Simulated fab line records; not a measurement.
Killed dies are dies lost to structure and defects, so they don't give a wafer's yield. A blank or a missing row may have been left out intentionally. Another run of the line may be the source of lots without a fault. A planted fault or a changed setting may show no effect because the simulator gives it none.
fab line records	flow n5-finfet
record: lots: 7	wafers: 21	last-day: 18
route steps=1938 shown BEOL_M10@1476 PASSIVATION@1936
lots that met no fault: from a run of the same line without faults
start-h: hours from the record's first day to the start of the lot's first wafer shown	wait-h: hours from the lot's prior step to this one	" same as the row above	L1.1+2: a row that stands for several wafers	- no value, or no start given	* or withheld: withheld	< > ~ a bound
route shown NAME@n: a module of which the file shows steps, and the number in the route of the first	usual: mean and standard deviation over wafers with no fault	same: alike in all rows	chamber/n: place in a boat	sites: readings site by site	_std_site: their standard deviation	_edge_site: inner sites' mean taken away from outer sites' mean	radius-mm: how far each site lies from the wafer's centre	mask NAME#n: copy n	behind: the tool/chamber that last shaped the wafer	hold: reason for holding the lot/hours on hold/outcome of the hold	device: names the non-switching transistor (n, p or np)	end of line: the tests these same wafers got at the end of their route	step lacking rows: just its recipe	killed: not the wafer's yield, but the dies lost to structure and defects at the first sort	map: the dies of a wafer, with x for killed, . for not killed, _ for no die there
set.NAME: the setting as run; set.NAME@STEP: as run at that earlier step	model.NAME: the simulator's own value behind a step, which no gauge read
a table for each step, a row for each wafer; lots at some steps of the route
services: from which hour (start-h, from the record's first day; less than 0 if before it) a tool's chamber was out of use, for how many hours, and why
== steps ==
step: N5_BEOL_M10_COAT_60
recipe: resist: SiARC	temp-c: 220	time-s: 60	spin-rpm: 1500	resist-thk-nm: 30
step: N5_BEOL_M10_COAT_05
recipe: resist: CAR-ArF	spin-rpm: 1500	resist-thk-nm: 90
step: N5_BEOL_M10_EBR_07
recipe: solvent: PGMEA	ebr-width-mm: 1.5
step: N5_BEOL_M10_SOFTBAKE_06
recipe: temp-c: 110	time-s: 60	resist: CAR-ArF
step: N5_BEOL_M10_EXPOSE_08
recipe: mask-id: M10	na: 1.35	source-shape: dipole	sigma-inner: 0.411	sigma-outer: 0.611	polarization: te	dose-mj: 53.75
step: N5_BEOL_M10_PEB_09
recipe: peb-temp-c: withheld	peb-time-s: 60	resist: CAR-ArF
step: N5_BEOL_M10_DEVELOP_10
recipe: develop-time-s: 30	developer: TMAH	resist: CAR-ArF	rinse-liquid: diw	dry: air-spin	dev-temp-c: 23
step: N5_BEOL_M10_CD_MEAS_11
recipe: target-cd-nm: 64.1	landing-energy-ev: 500	detector: se-inlens	polarity: opening
usual: cd-nm: 64.2/0.64
lot.wafer	tool	chamber	start-h	wait-h	cd-nm
L987.1	cd-sem-01	0	220.43	-	63.5
L987.5	"	0	"	"	63.8
L987.6	"	0	"	"	62.7
L989.3	cd-sem-02	0	245.73	-	64.3
L989.5	"	0	"	"	63.7
L989.6	"	0	"	"	64.0
L992.1	cd-sem-02	0	257.56	-	63.7
L992.3	"	0	"	"	63.4
L992.6	"	0	"	"	63.1
L991.2	cd-sem-01	0	257.68	-	63.9
L991.3	"	0	"	"	63.3
L991.6	"	0	"	"	63.3
L994.1	cd-sem-03	0	278.54	-	64.4
L994.4	"	0	"	"	64.9
L994.5	"	0	"	"	64.0
L108.2	cd-sem-01	0	376.79	-	64.5
L108.4	"	0	"	"	64.9
L108.5	"	0	"	"	64.4
L109.3	cd-sem-01	0	376.95	-	64.7
L109.5	"	0	"	"	63.1
L109.6	"	0	"	"	64.2
step: N5_BEOL_M10_OVL_MEAS_12
recipe: points-per-wafer: 44
usual: M10_OVL: -0.5/0.81
lot.wafer	tool	chamber	start-h	wait-h	M10_OVL[nm]
L987.1	overlay-02	0	220.46	0.0	-0.5
L987.5	"	0	"	"	-0.1
L987.6	"	0	"	"	-0.6
L989.3	overlay-01	0	245.76	0.0	-0.4
L989.5	"	0	"	"	-0.4
L989.6	"	0	"	"	0.9
L992.1	overlay-02	0	257.59	0.0	-0.9
L992.3	"	0	"	"	-0.4
L992.6	"	0	"	"	-0.1
L991.2	overlay-02	0	257.71	0.0	0.7
L991.3	"	0	"	"	-0.7
L991.6	"	0	"	"	-0.4
L994.1	overlay-01	0	278.57	0.0	-0.4
L994.4	"	0	"	"	-1.2
L994.5	"	0	"	"	-1.2
L108.2	overlay-01	0	376.83	0.0	-0.1
L108.4	"	0	"	"	0.0
L108.5	"	0	"	"	0.3
L109.3	overlay-02	0	376.98	0.0	-0.6
L109.5	"	0	"	"	0.5
L109.6	"	0	"	"	-0.3
step: N5_BEOL_M10_INSPECT_13
recipe: mode: adi	inspect-instrument: brightfield
usual: raw-defect-count: 388/120
lot.wafer	tool	chamber	start-h	wait-h	raw-defect-count
L987.1	defect-inspect-01	-	220.48	0.0	322
L987.5	"	-	"	"	283
L987.6	"	-	"	"	280
L989.3	defect-inspect-01	-	245.78	0.0	424
L989.5	"	-	"	"	500
L989.6	"	-	"	"	462
L992.1	defect-inspect-01	-	257.61	0.0	384
L992.3	"	-	"	"	487
L992.6	"	-	"	"	366
L991.2	defect-inspect-02	-	257.73	0.0	338
L991.3	"	-	"	"	309
L991.6	"	-	"	"	275
L994.1	defect-inspect-02	-	278.59	0.0	360
L994.4	"	-	"	"	489
L994.5	"	-	"	"	386
L108.2	defect-inspect-02	-	376.85	0.0	342
L108.4	"	-	"	"	328
L108.5	"	-	"	"	326
L109.3	defect-inspect-02	-	377.01	0.0	250
L109.5	"	-	"	"	190
L109.6	"	-	"	"	311
step: N5_BEOL_M10_DESCUM_16
recipe: chemistry: O2	time-s: 7.9	source-power-w: 50	bias-power-w: 20	pressure-mtorr: 20	rf-frequency-hz: 2.712e+07	temp-c: 40	resist: CAR-ArF	o2-flow-sccm: 225
usual: drypump-motor-current-A: 5.8/0.43	oes-product-au: 0.77/0.086	rf-vpp-V: 244.0/1	showerhead-plenum-p-Torr: 2.14/0.05	throttle-valve-pct: 20.40/0.24
lot.wafer	tool	chamber	start-h	wait-h	drypump-motor-current-A	oes-product-au	rf-hours-counter-h	rf-vpp-V	showerhead-plenum-p-Torr	throttle-valve-pct
L987.1	rie-diel-04	3	220.52	0.0	4.9	0.81	105	242.7	2.00	20.41
L987.5	"	0	"	"	6.6	0.83	-	245.2	2.21	20.13
L987.6	"	1	"	"	5.7	0.76	-	243.3	2.10	20.24
L989.3	rie-diel-05	3	245.86	0.1	6.1	0.68	223	245.5	2.17	20.61
L989.5	"	1	"	"	6.0	0.68	-	243.0	2.16	20.62
L989.6	"	0	"	"	5.5	0.74	-	244.9	2.18	20.50
L992.1	rie-diel-05	1	257.64	0.0	6.0	0.68	230	242.3	2.16	20.64
L992.3	"	0	"	"	5.6	0.74	194	244.2	2.18	20.52
L992.6	"	2	"	"	5.9	0.71	-	244.3	2.17	20.34
L991.2	rie-diel-05	1	257.90	0.2	6.1	0.67	230	242.9	2.16	20.63
L991.3	"	3	"	"	6.1	0.69	227	244.7	2.17	20.60
L991.6	"	0	"	"	5.6	0.74	-	244.7	2.18	20.50
L994.1	rie-diel-05	1	278.78	0.2	6.1	0.67	236	243.4	2.16	20.64
L994.4	"	0	"	"	5.6	0.74	200	244.0	2.18	20.53
L994.5	"	0	"	"	5.6	0.74	-	243.9	2.18	20.51
L108.2	rie-diel-04	0	377.41	0.6	6.7	0.79	123	245.1	2.19	20.24
L108.4	"	3	"	"	4.9	0.76	164	242.0	1.98	20.49
L108.5	"	0	"	"	6.7	0.79	-	244.5	2.19	20.23
L109.3	rie-diel-01	3	377.76	0.8	5.7	0.79	109	244.1	2.10	20.70
L109.5	"	0	"	"	5.5	0.86	-	244.0	2.11	20.09
L109.6	"	1	"	"	6.1	0.71	-	246.4	2.17	20.45
step: N5_BEOL_M10_ETCH_61
recipe: chemistry: CF4	target: SiARC	target-depth-a: 390	mask-material: CAR-ArF	time-s: 65	ion-energy-ev: 80	pressure-mtorr: 40	source-w: 545	bias-w: 36	Ar_flow_sccm: 100	cf4-flow-sccm: 100	ends: cleared
usual: drypump-motor-current-A: 5.8/0.44	etch-rf-on-time-s: 65.8/1.4	oes-product-au: 0.66/0.075	rf-vpp-V: 184.6/0.96	showerhead-plenum-p-Torr: 2.18/0.039	throttle-valve-pct: 15.57/0.23
lot.wafer	tool	chamber	start-h	wait-h	drypump-motor-current-A	etch-rf-on-time-s	oes-product-au	rf-hours-counter-h	rf-vpp-V	showerhead-plenum-p-Torr	throttle-valve-pct
L987.1	rie-diel-04	3	220.55	0.0	4.9	64.1	0.69	105	184.4	2.08	15.70
L987.5	"	0	"	"	6.7	63.8	0.72	-	185.8	2.25	15.32
L987.6	"	1	"	"	5.6	64.5	0.65	-	183.5	2.15	15.48
L989.3	rie-diel-05	3	245.90	0.0	6.1	65.7	0.59	223	183.0	2.20	15.68
L989.5	"	1	"	"	6.1	67.3	0.57	-	183.6	2.20	15.83
L989.6	"	0	"	"	5.6	65.6	0.63	-	185.0	2.21	15.65
L992.1	rie-diel-05	1	257.68	0.0	6.1	67.1	0.56	230	184.9	2.20	15.83
L992.3	"	0	"	"	5.5	66.2	0.63	194	184.7	2.21	15.67
L992.6	"	2	"	"	5.9	67.4	0.59	-	184.7	2.20	15.47
L991.2	rie-diel-05	1	257.93	0.0	6.1	67.5	0.57	230	183.9	2.20	15.84
L991.3	"	3	"	"	6.1	66.7	0.58	227	185.0	2.20	15.70
L991.6	"	0	"	"	5.6	66.1	0.62	-	184.0	2.21	15.66
L994.1	rie-diel-05	1	278.81	0.0	6.1	68.0	0.56	236	184.7	2.20	15.83
L994.4	"	0	"	"	5.5	66.0	0.62	200	186.2	2.20	15.67
L994.5	"	0	"	"	5.6	66.0	0.63	-	185.1	2.20	15.68
L108.2	rie-diel-04	0	377.45	0.0	6.7	63.6	0.67	123	183.7	2.23	15.41
L108.4	"	3	"	"	4.9	65.1	0.64	164	183.8	2.06	15.80
L108.5	"	0	"	"	6.7	62.8	0.68	-	183.8	2.23	15.43
L109.3	rie-diel-01	3	377.80	0.0	5.8	64.0	0.69	109	183.4	2.15	15.83
L109.5	"	0	"	"	5.5	63.8	0.73	-	186.6	2.17	15.37
L109.6	"	1	"	"	6.0	66.8	0.60	-	185.3	2.20	15.57
step: N5_BEOL_M10_ETCH_62
recipe: chemistry: N2/H2	target: SOC	target-depth-a: 1100	overetch-a: 220	mask-material: SiARC	temp-c: 40	time-s: 165	ion-energy-ev: 200	pressure-mtorr: 30	source-w: 840	bias-w: 150	n2-flow-sccm: 200	h2-flow-sccm: 200
usual: drypump-motor-current-A: 5.8/0.43	oes-product-au: 0.65/0.071	rf-vpp-V: 525.4/1.6	showerhead-plenum-p-Torr: 2.60/0.054	throttle-valve-pct: 17.77/0.28
lot.wafer	tool	chamber	start-h	wait-h	drypump-motor-current-A	oes-product-au	rf-hours-counter-h	rf-vpp-V	showerhead-plenum-p-Torr	throttle-valve-pct	model.SiARC_of_BEOL_M10_COAT_60.thk-nm
L987.1	rie-diel-04	3	220.60	0.0	4.9	0.68	105	520.8	2.45	17.91	23.2
L987.5	"	0	"	"	6.7	0.71	-	528.1	2.67	17.33	23.4
L987.6	"	1	"	"	5.7	0.65	-	523.6	2.53	17.59	23.6
L989.3	rie-diel-05	3	245.95	0.0	6.1	0.59	223	527.9	2.63	18.03	23.8
L989.5	"	1	"	"	6.1	0.58	-	526.4	2.62	17.96	24
L989.6	"	0	"	"	5.6	0.63	-	526.4	2.64	17.89	23.6
L992.1	rie-diel-05	1	257.73	0.0	6.1	0.57	230	526.2	2.62	17.97	23.8
L992.3	"	0	"	"	5.6	0.63	194	527.3	2.64	17.89	21
L992.6	"	2	"	"	5.9	0.59	-	524.4	2.60	17.53	23.6
L991.2	rie-diel-05	1	257.98	0.0	6.1	0.57	230	524.5	2.62	17.97	23.8
L991.3	"	3	"	"	6.1	0.59	227	526.0	2.63	18.03	21
L991.6	"	0	"	"	5.6	0.63	-	525.9	2.64	17.90	23.8
L994.1	rie-diel-05	1	278.86	0.0	6.1	0.57	236	523.7	2.62	17.98	23.8
L994.4	"	0	"	"	5.6	0.62	200	525.8	2.64	17.90	23.6
L994.5	"	0	"	"	5.6	0.62	-	525.7	2.64	17.90	21
L108.2	rie-diel-04	0	377.50	0.0	6.7	0.66	123	525.8	2.64	17.45	23.4
L108.4	"	3	"	"	4.9	0.64	164	521.4	2.43	18.03	23.2
L108.5	"	0	"	"	6.7	0.66	-	525.7	2.64	17.44	23.4
L109.3	rie-diel-01	3	377.85	0.0	5.8	0.67	109	524.9	2.55	18.12	23.4
L109.5	"	0	"	"	5.5	0.73	-	523.5	2.56	17.41	23.4
L109.6	"	1	"	"	6.1	0.60	-	526.3	2.63	17.84	23.6
step: N5_BEOL_M10_STRIP_68
recipe: chemistry: N2/H2	temp-c: 40	n2-flow-sccm: 200	h2-flow-sccm: 200	rf-frequency-hz: 6e+07
step: N5_PASSIVATION_PROBE_49
usual: defect-limited-yield: 91.3/1.4	killed_at_M0_to_M3: 34/9.2	killed_at_M4_up: 13/5.3	killed-at-contacts: 12/6	killed-at-front-end: 39/12	killed-at-other: 4/3.3	killed-dies: 102/17	killed-on-rim: 13/3.9	killed-open: 67/12	killed-short: 34/7.4	sort_bin_4_leakage: 0.00/0.014	sort_bin_5_function: 5.1/1	sort_bin_6_memory: 3.2/0.6	sort-n-pass: 1078/17	sort-yield-pct: 91.3/1.4
same: gross-dies: 1180	killed-at-back-side: 0	sort_bin_8_speed[%]: 0
lot.wafer	tool	chamber	start-h	wait-h	defect-limited-yield[%]	killed_at_M0_to_M3	killed_at_M4_up	killed-at-contacts	killed-at-front-end	killed-at-other	killed-dies	killed-on-rim	killed-open	killed-short	sort_bin_4_leakage[%]	sort_bin_5_function[%]	sort_bin_6_memory[%]	sort-n-pass	sort-yield-pct[%]
L987.1	prober-01	-	280.79	0.0	89.8	37	12	14	52	5	120	12	87	32	0	5.9	4.0	1060	89.8
L987.5	prober-01	-	280.99	0.2	90.8	43	5	14	44	2	108	18	69	37	0.17	4.7	4.0	1070	90.7
L987.6	prober-01	-	281.04	0.3	89.6	34	12	8	67	2	123	23	86	35	0	6.3	3.6	1057	89.6
L989.3	prober-02	-	298.40	0.1	92.6	25	15	10	35	2	87	11	59	26	0	4.4	2.9	1093	92.6
L989.5	prober-02	-	298.50	0.2	92.8	31	11	5	32	6	85	11	53	32	0	4.1	2.9	1095	92.8
L989.6	prober-02	-	298.55	0.3	91.9	35	11	10	37	2	95	8	61	32	0	5.2	2.6	1085	91.9
L991.2	prober-01	-	314.40	0.1	90.3	32	11	14	57	0	114	14	77	36	0	5.9	3.4	1066	90.3
L991.3	prober-01	-	314.45	0.1	91.5	30	14	12	41	3	100	16	69	31	0	5.0	3.1	1080	91.5
L991.6	prober-01	-	314.60	0.3	90.7	38	7	19	44	2	110	18	78	31	0	6.4	2.7	1070	90.7
L992.1	prober-01	-	316.82	0.1	89.1	33	10	20	60	6	129	11	82	45	0	6.3	4.1	1051	89.1
L992.3	prober-01	-	316.92	0.2	90.9	43	8	10	46	0	107	10	73	31	0	5.0	4.1	1073	90.9
L992.6	prober-01	-	317.07	0.3	90.3	36	13	12	53	1	115	19	73	41	0	6.0	3.3	1065	90.3
L994.1	prober-02	-	332.73	0.0	89.9	29	15	16	54	5	119	16	86	31	0	5.9	3.9	1061	89.9
L994.4	prober-02	-	332.88	0.2	90.6	30	16	11	49	5	111	16	76	35	0	5.8	3.2	1069	90.6
L994.5	prober-02	-	332.93	0.2	90.8	36	10	16	44	3	109	14	83	25	0	5.6	3.6	1071	90.8
L109.3	prober-01	-	435.33	0.1	90.9	37	28	9	28	5	107	18	68	39	0	5.9	3.0	1073	90.9
L109.5	prober-01	-	435.43	0.2	90.5	46	22	5	36	3	112	21	82	29	0	5.4	4.0	1068	90.5
L109.6	prober-01	-	435.48	0.3	94.7	17	13	5	24	4	63	12	43	20	0	2.9	2.2	1117	94.7
killed by level:class
L987.1 STI_FIN_REVEAL:geometric-particle:open=16 FIN_SAQP:geometric-particle:open=11 BEOL_M0_SAQP:geometric-particle:short=11 DUMMY_GATE:geometric-particle:open=10 MOL_CONTACT_COAG:geometric-particle:open=10 BEOL_M2:geometric-particle:open=10 BEOL_M0_SAQP:geometric-particle:open=7 BEOL_M4:geometric-particle:open=6
L987.5 MOL_CONTACT_COAG:geometric-particle:open=11 STI_FIN_REVEAL:geometric-particle:open=9 FIN_SAQP:geometric-particle:open=8 BEOL_M2:geometric-particle:open=8 BEOL_M2:geometric-particle:short=7 DUMMY_GATE:geometric-particle:open=6 BEOL_M0:geometric-particle:open=6 BEOL_M3:geometric-particle:open=6
L987.6 STI_FIN_REVEAL:geometric-particle:open=27 FIN_SAQP:geometric-particle:open=14 BEOL_M3:geometric-particle:open=11 FIN_SAQP:geometric-particle:short=10 MOL_CONTACT_COAG:geometric-particle:open=6 BEOL_M0_SAQP:geometric-particle:short=6 BEOL_M4:geometric-particle:open=6 BEOL_M1:geometric-particle:open=4
L989.3 STI_FIN_REVEAL:geometric-particle:open=12 FIN_SAQP:geometric-particle:short=8 MOL_CONTACT_COAG:geometric-particle:open=8 FIN_SAQP:geometric-particle:open=7 BEOL_M0_SAQP:geometric-particle:short=6 BEOL_M3:geometric-particle:open=5 BEOL_M5:geometric-particle:open=4 BEOL_M1:geometric-particle:open=4
L989.5 BEOL_M0_SAQP:geometric-particle:short=11 BEOL_M0_SAQP:geometric-particle:open=8 STI_FIN_REVEAL:geometric-particle:open=6 BEOL_M1:geometric-particle:open=6 DUMMY_GATE:geometric-particle:open=5 FIN_SAQP:geometric-particle:short=4 STI_FIN_REVEAL:geometric-particle:short=4 BEOL_M5:geometric-particle:open=4
L989.6 BEOL_M0_SAQP:geometric-particle:open=12 FIN_SAQP:geometric-particle:short=9 BEOL_M0_SAQP:geometric-particle:short=9 BEOL_M1:geometric-particle:open=8 MOL_CONTACT_COAG:geometric-particle:open=8 FIN_SAQP:geometric-particle:open=5 ILD0:geometric-particle:open=4 GATE_CUT:geometric-particle:short=4
L991.2 FIN_SAQP:geometric-particle:short=15 FIN_SAQP:geometric-particle:open=14 MOL_CONTACT_COAG:geometric-particle:open=12 STI_FIN_REVEAL:geometric-particle:open=10 BEOL_M0:geometric-particle:open=9 DUMMY_GATE:geometric-particle:open=5 GATE_CUT:geometric-particle:short=5 BEOL_M0_SAQP:geometric-particle:open=4
L991.3 FIN_SAQP:geometric-particle:short=12 MOL_CONTACT_COAG:geometric-particle:open=11 BEOL_M0_SAQP:geometric-particle:open=9 FIN_SAQP:geometric-particle:open=6 DUMMY_GATE:geometric-particle:open=6 STI_FIN_REVEAL:geometric-particle:open=5 BEOL_M2:geometric-particle:open=5 BEOL_M4:geometric-particle:open=5
L991.6 MOL_CONTACT_COAG:geometric-particle:open=14 BEOL_M2:geometric-particle:open=14 FIN_SAQP:geometric-particle:open=9 FIN_SAQP:geometric-particle:short=9 STI_FIN_REVEAL:geometric-particle:open=6 BEOL_M0_SAQP:geometric-particle:open=6 BEOL_M0:geometric-particle:open=6 MOL_CONTACT_COAG:geometric-particle:short=5
L992.1 STI_FIN_REVEAL:geometric-particle:open=21 MOL_CONTACT_COAG:geometric-particle:open=17 BEOL_M0_SAQP:geometric-particle:short=11 STI_FIN_REVEAL:geometric-particle:short=10 DUMMY_GATE:geometric-particle:open=9 BEOL_M0_SAQP:geometric-particle:open=9 DUMMY_GATE:geometric-particle:short=4 BEOL_M4:geometric-particle:open=4
L992.3 BEOL_M0_SAQP:geometric-particle:open=17 STI_FIN_REVEAL:geometric-particle:open=13 BEOL_M0_SAQP:geometric-particle:short=10 MOL_CONTACT_COAG:geometric-particle:open=9 FIN_SAQP:geometric-particle:short=8 DUMMY_GATE:geometric-particle:open=5 BEOL_M2:geometric-particle:open=5 BEOL_M3:geometric-particle:open=5
L992.6 STI_FIN_REVEAL:geometric-particle:open=17 MOL_CONTACT_COAG:geometric-particle:open=10 FIN_SAQP:geometric-particle:short=9 BEOL_M0_SAQP:geometric-particle:open=8 BEOL_M0_SAQP:geometric-particle:short=8 BEOL_M1:geometric-particle:open=7 BEOL_M2:geometric-particle:open=6 GATE_CUT:geometric-particle:short=5
L994.1 FIN_SAQP:geometric-particle:open=19 MOL_CONTACT_COAG:geometric-particle:open=14 BEOL_M1:geometric-particle:open=12 FIN_SAQP:geometric-particle:short=9 STARTING-WAFER:geometric-particle:open=5 STI_FIN_REVEAL:geometric-particle:open=4 ILD0:geometric-particle:open=4 BEOL_M0_SAQP:geometric-particle:open=4
L994.4 BEOL_M1:geometric-particle:open=12 DUMMY_GATE:geometric-particle:open=11 MOL_CONTACT_COAG:geometric-particle:open=10 FIN_SAQP:geometric-particle:open=9 ILD0:geometric-particle:short=6 FIN_SAQP:geometric-particle:short=5 BEOL_M0_SAQP:geometric-particle:short=5 BEOL_M4:geometric-particle:open=5
L994.5 MOL_CONTACT_COAG:geometric-particle:open=13 BEOL_M2:geometric-particle:open=11 STI_FIN_REVEAL:geometric-particle:open=9 BEOL_M1:geometric-particle:open=8 FIN_SAQP:geometric-particle:open=6 BEOL_M0_SAQP:geometric-particle:open=6 FIN_SAQP:geometric-particle:short=6 DUMMY_GATE:geometric-particle:open=5
L109.3 BEOL_M4:geometric-particle:open=9 BEOL_M2:geometric-particle:open=8 BEOL_M4:geometric-particle:short=8 FIN_SAQP:geometric-particle:open=7 BEOL_M3:geometric-particle:open=7 FIN_SAQP:geometric-particle:short=6 MOL_CONTACT_COAG:geometric-particle:open=6 BEOL_M0_SAQP:geometric-particle:short=5
L109.5 STI_FIN_REVEAL:geometric-particle:open=13 BEOL_M2:geometric-particle:open=11 BEOL_M0_SAQP:geometric-particle:short=10 BEOL_M3:geometric-particle:open=9 BEOL_M1:geometric-particle:open=8 BEOL_M4:geometric-particle:open=8 BEOL_M0_SAQP:geometric-particle:open=7 FIN_SAQP:geometric-particle:open=4
L109.6 STI_FIN_REVEAL:geometric-particle:open=5 DUMMY_GATE:geometric-particle:open=4 BEOL_M4:geometric-particle:open=4 MOL_CONTACT_COAG:geometric-particle:open=3 BEOL_M0_SAQP:geometric-particle:open=3 BEOL_M1:geometric-particle:open=3 BEOL_M2:geometric-particle:open=3 BEOL_M3:geometric-particle:open=3
== services ==
tool	chamber	start-h	hours	kind
rie-diel-01	2	202.29	-	clean
rie-diel-01	2	202.29	-	consumable-replace:focus-ring
rie-diel-01	2	202.29	15.4	scheduled-down
rie-diel-01	2	202.29	15.4	vent-cycle
rie-diel-01	0	230.54	-	clean
rie-diel-04	1	265.53	7.1	repair
rie-diel-05	-	290.29	1.3	repair
rie-diel-05	2	291.99	-	clean
rie-diel-05	2	291.99	-	consumable-replace:focus-ring
rie-diel-05	2	291.99	23.1	scheduled-down
rie-diel-05	2	291.99	23.1	vent-cycle
rie-diel-04	0	298.79	14.6	repair
rie-diel-05	1	315.32	-	clean
rie-diel-05	1	315.32	-	consumable-replace:focus-ring
rie-diel-05	1	315.32	16.3	scheduled-down
rie-diel-05	1	315.32	16.3	vent-cycle
rie-diel-05	3	332.94	-	clean
rie-diel-05	3	332.94	-	consumable-replace:esc
rie-diel-05	3	332.94	-	consumable-replace:focus-ring
rie-diel-05	3	332.94	39.3	scheduled-down
rie-diel-05	3	332.94	39.3	vent-cycle
rie-diel-01	-	356.84	0.7	repair
rie-diel-05	1	358.51	3.4	repair
rie-diel-04	2	360.37	9.1	repair
== key ==
first-sign none at tools or gauges
model-effect: step: N5_BEOL_M10_ETCH_62	value: SiARC_of_BEOL_M10_COAT_60.thk-nm	without: 23.67	struck: 21
met-at N5_BEOL_M10_ETCH_62
struck-wafers L991.3,L992.3,L994.5
fault: kind: process-parameter-drift	tool: rie-diel-05	chamber: -	onset-h: 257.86	steps: N5_BEOL_M10_ETCH_62	channel: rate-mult	offset: 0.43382	shape: step	end-h: 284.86	scope: struck-wafers-only
